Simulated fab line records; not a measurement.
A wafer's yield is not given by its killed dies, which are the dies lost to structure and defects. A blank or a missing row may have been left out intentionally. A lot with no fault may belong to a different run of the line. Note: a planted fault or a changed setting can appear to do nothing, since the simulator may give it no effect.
One fault through the eyes of 3 desks    flow n5Finfet    what lay behind the numbers comes last; until then each desk has only its own

THE DEFECT DESK
Inspection counts along the route, by lot: the mean over sampled wafers that carry a number. Any lot whose mean is over 4 standard deviations away from the usual mean is out of limits and marked OUT; that distance is given in the brackets.
Columns: A = rawDefectCount at N5_BEOL_M0_SAQP_INSPECT_16, usual 555
lot   first seen here  A
L396  day 5 19:58      632
L397  day 6 04:23      535
L399  day 6 14:58      467
L402  day 7 05:01      406
L408  day 8 20:55      484
L411  day 9 17:11      490
L412  day 9 20:27      866
L413  day 9 23:23      750
L414  day 10 07:35     665
L416  day 10 18:38     453
L417  day 11 02:41     619
This desk's finding: nothing out of limits on any of the 11 lots.

THE METROLOGY DESK
Lot by lot, what the gauges showed, no matter which tool ran the lot: averages of those sampled wafers that carry a number. Any lot whose mean is over 4 standard deviations away from the usual mean is out of limits and marked OUT; that distance is given in the brackets. Of its 11 readings 7 are shown: those that lie furthest out on some lot.
Columns: A = DIBL_N at N5_BEOL_M4_RC_MEAS_101, usual 36.6 mV/V; B = DIBL_P at N5_BEOL_M4_RC_MEAS_101, usual 36.3 mV/V; C = IOFF_N at N5_BEOL_M4_RC_MEAS_101, usual 0.16 nA/um; D = ION_N at N5_BEOL_M4_RC_MEAS_101, usual 671 uA/um; E = SS_N at N5_BEOL_M4_RC_MEAS_101, usual 71.8 mV/dec; F = SS_P at N5_BEOL_M4_RC_MEAS_101, usual 73.3 mV/dec; G = VT_P at N5_BEOL_M4_RC_MEAS_101, usual -250 mV
lot   first seen here  A     B     C     D    E     F     G
L396  day 5 19:56      39.0  36.4  0.19  674  72.2  73.7  -246
L397  day 6 04:22      36.9  37.9  0.20  673  72.4  74.4  -250
L399  day 6 14:57      35.9  35.4  0.15  664  71.5  72.9  -251
L402  day 7 04:59      39.1  37.6  0.19  669  72.3  73.6  -247
L408  day 8 20:54      40.8  39.9  0.23  685  73.0  74.4  -248
L411  day 9 17:09      37.6  36.6  0.17  676  71.7  73.9  -254
L412  day 9 20:26      33.3  33.5  0.14  676  71.1  73.3  -249
L413  day 9 23:22      35.4  36.2  0.15  674  71.9  72.7  -252
L414  day 10 07:34     36.5  36.5  0.13  653  71.5  73.4  -254
L416  day 10 18:36     35.2  34.0  0.14  664  71.0  72.8  -247
L417  day 11 02:40     35.6  33.8  0.13  668  71.4  72.3  -255
This desk's finding: nothing out of limits on any of the 11 lots.

DESK OF THE TOOL OWNER: lithoTrack-01
The tool's own readings at N5_BEOL_M0_SAQP_COAT_105 (time 60 s, resist thk 100 nm): means of the sampled wafers that have a number, for each lot that ran on this tool. Any lot whose mean is over 4 standard deviations away from the usual mean is out of limits and marked OUT; that distance is given in the brackets.
Columns: A = spinSpeedRpm at N5_BEOL_M0_SAQP_COAT_105, usual 1499.9 rpm
lot   first seen here  A
L396  day 5 22:12      1499.6
L397  day 6 06:44      1499.6
L399  day 6 17:26      1558.8 (+59) OUT
L402  day 7 07:24      1558.2 (+58) OUT
L411  day 9 19:38      1500.2
L414  day 10 10:52     1499.1
L416  day 10 20:54     1500.2
This desk finds L399, L402 out of limits, L399 being first, at day 6 17:26 (spinSpeedRpm at N5_BEOL_M0_SAQP_COAT_105). Within limits: L396, L397, L411, L414, L416.

PUT TOGETHER
On L399, L402, at day 6 17:26, an alarm was possible from the tool owner's desk.
No out-of-limits result turned up at the defect desk.
At the metrology desk, nothing out of limits was observed.
The defect desk has L399, L402 on record, within its limits.
The metrology desk holds a record of L399, L402, inside its limits.
Every lot named ran N5_BEOL_M0_SAQP_COAT_105 on lithoTrack-01.

WHAT THE SIMULATOR HAD PUT IN
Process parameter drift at N5_BEOL_M0_SAQP_COAT_105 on lithoTrack-01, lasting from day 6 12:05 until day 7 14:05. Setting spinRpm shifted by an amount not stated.
Struck lots among those shown: L399, L402.
Each desk's first reading out of limits, in hours after the fault started: the tool owner's desk, 5.
